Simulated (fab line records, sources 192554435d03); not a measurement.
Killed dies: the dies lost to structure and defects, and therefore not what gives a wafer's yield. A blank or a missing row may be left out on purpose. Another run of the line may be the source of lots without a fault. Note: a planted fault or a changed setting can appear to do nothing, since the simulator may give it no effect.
Matching of chambers | flow n5 finfet | 4 sister chambers for N5_BEOL_M3_DESCUM_16 on rie diel-02
The step chemistry O2, time 7 s. 8 wafers are shown with their chamber, then 7 later ones without.

WAFERS WITH THEIR CHAMBER
wafer  | chamber | showerhead plenum p Torr (Torr) | oes product au (a.u.)
L404.2 | 2       | 2.09                            | 0.69
L405.2 | 2       | 2.09                            | 0.68
L405.3 | 3       | 2.23                            | 0.89
L414.4 | 1       | 2.16                            | 0.70
L414.5 | 0       | 2.08                            | 0.72
L414.6 | 3       | 2.23                            | 0.86
L416.2 | 1       | 2.16                            | 0.71
L416.3 | 0       | 2.07                            | 0.72

WAFERS MISSING THEIR CHAMBER
wafer  | showerhead plenum p Torr (Torr) | oes product au (a.u.)
L416.6 | 2.23                            | 0.87
L421.1 | 2.07                            | 0.72
L421.4 | 2.22                            | 0.85
L421.5 | 2.22                            | 0.85
L425.1 | 2.08                            | 0.92
L425.2 | 2.07                            | 0.71
L425.5 | 2.15                            | 0.69

WHICH CHAMBER EACH WENT THROUGH
wafer  | from the rows above | in truth
L416.6 | 3                   | 3
L421.1 | 0                   | 0
L421.4 | 3                   | 3
L421.5 | 3                   | 3
L425.1 | 0                   | 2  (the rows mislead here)
L425.2 | 0                   | 0
L425.5 | 1                   | 1
6 of 7 placed correctly. From these rows, 0 cannot be placed. 1 placed wrongly.
How it was worked out, from the rows above alone: a wafer's distance from a chamber is the root of the sum, over the readings, of the square of ((its reading less the chamber's mean) divided by the reading's scatter). If the next closest chamber is less than 2 further off than the closest, the wafer can't be placed; otherwise it belongs to the closest. A chamber's mean is the mean of its shown wafers. How the scatter is found: for the shown wafers, subtract from each reading the mean of its chamber, square and add these, divide the total by (wafers less chambers), then take the root.
